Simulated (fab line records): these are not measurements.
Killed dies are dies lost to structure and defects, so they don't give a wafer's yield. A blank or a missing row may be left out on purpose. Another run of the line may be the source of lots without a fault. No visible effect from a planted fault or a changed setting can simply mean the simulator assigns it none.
Chamber matching + flow n5_finfet + N5_BEOL_M15_VIA_ETCH_16 on rie_diel-02: 4 sister chambers
The step etches SiO2 in C4F8/O2/Ar, target depth 1792.2 nm. 20 wafers are shown with their chamber, then 10 later ones without.

== WAFERS WITH THEIR CHAMBER ==
| wafer  | chamber | drypump_motor_current_A (A) | rf_vpp_V (V) | showerhead_plenum_p_Torr (Torr) |
|--------|---------|-----------------------------|--------------|---------------------------------|
| L074.1 | 3       | 5.6                         | 2168         | 3.66                            |
| L074.4 | 1       | 5.8                         | 2218         | 3.41                            |
| L074.6 | 3       | 5.6                         | 2168         | 3.66                            |
| L079.3 | 3       | 5.6                         | 2168         | 3.65                            |
| L079.4 | 3       | 5.6                         | 2167         | 3.65                            |
| L079.5 | 1       | 5.8                         | 2221         | 3.41                            |
| L081.2 | 3       | 5.6                         | 2168         | 3.65                            |
| L081.3 | 1       | 5.7                         | 2218         | 3.41                            |
| L081.4 | 1       | 5.8                         | 2217         | 3.41                            |
| L080.2 | 1       | 5.7                         | 2219         | 3.41                            |
| L080.3 | 2       | 6.5                         | 2142         | 3.39                            |
| L080.6 | 3       | 5.6                         | 2166         | 3.65                            |
| L083.1 | 2       | 6.5                         | 2143         | 3.39                            |
| L083.5 | 1       | 5.8                         | 2219         | 3.41                            |
| L083.6 | 2       | 6.5                         | 2141         | 3.39                            |
| L086.1 | 2       | 6.5                         | 2141         | 3.38                            |
| L086.2 | 1       | 5.8                         | 2218         | 3.40                            |
| L086.4 | 3       | 5.6                         | 2166         | 3.64                            |
| L085.3 | 1       | 5.8                         | 2218         | 3.40                            |
| L085.4 | 0       | 5.1                         | 2186         | 3.51                            |

SIGNATURES (averages over the wafers above)
| reading                  | chamber 0 | chamber 1 | chamber 2 | chamber 3 | scatter within a chamber |
|--------------------------|-----------|-----------|-----------|-----------|--------------------------|
| drypump_motor_current_A  | 5.100     | 5.775     | 6.500     | 5.600     | 0.0306                   |
| rf_vpp_V                 | 2186.00   | 2218.50   | 2141.75   | 2167.29   | 1.07                     |
| showerhead_plenum_p_Torr | 3.5100    | 3.4075    | 3.3875    | 3.6514    | 0.00565                  |
Rule: for a wafer and a chamber, the distance is found by dividing, reading by reading, the gap between the wafer's reading and the chamber's mean by the reading's scatter, squaring, summing and taking the root. The wafer belongs to the nearest chamber; if the next one is less than 2 further off, it can't be placed. The scatter: the root of (the sum of the squares of (reading less its chamber's mean) over the shown wafers, divided by (wafers less chambers)).

== WAFERS WITHOUT THEIR CHAMBER ==
| wafer  | drypump_motor_current_A (A) | rf_vpp_V (V) | showerhead_plenum_p_Torr (Torr) |
|--------|-----------------------------|--------------|---------------------------------|
| L085.5 | 5.7                         | 2166         | 3.64                            |
| L091.3 | 5.8                         | 2217         | 3.39                            |
| L091.4 | 5.8                         | 2218         | 3.39                            |
| L091.5 | 5.7                         | 2218         | 3.39                            |
| L092.1 | 5.6                         | 2166         | 3.63                            |
| L092.2 | 5.7                         | 2217         | 3.39                            |
| L092.5 | 5.6                         | 2165         | 3.63                            |
| L097.1 | 5.8                         | 2215         | 3.39                            |
| L097.2 | 5.1                         | 2186         | 3.51                            |
| L097.5 | 5.6                         | 2164         | 3.63                            |

== WHICH CHAMBER EACH WENT THROUGH ==
| wafer  | from the rows above | in truth |
|--------|---------------------|----------|
| L085.5 | 3                   | 3        |
| L091.3 | 1                   | 1        |
| L091.4 | 1                   | 1        |
| L091.5 | 1                   | 1        |
| L092.1 | 3                   | 3        |
| L092.2 | 1                   | 1        |
| L092.5 | 3                   | 3        |
| L097.1 | 1                   | 1        |
| L097.2 | 0                   | 0        |
| L097.5 | 3                   | 3        |
10 of 10 placed correctly. Not placeable from these rows: 0. 0 placed wrongly.
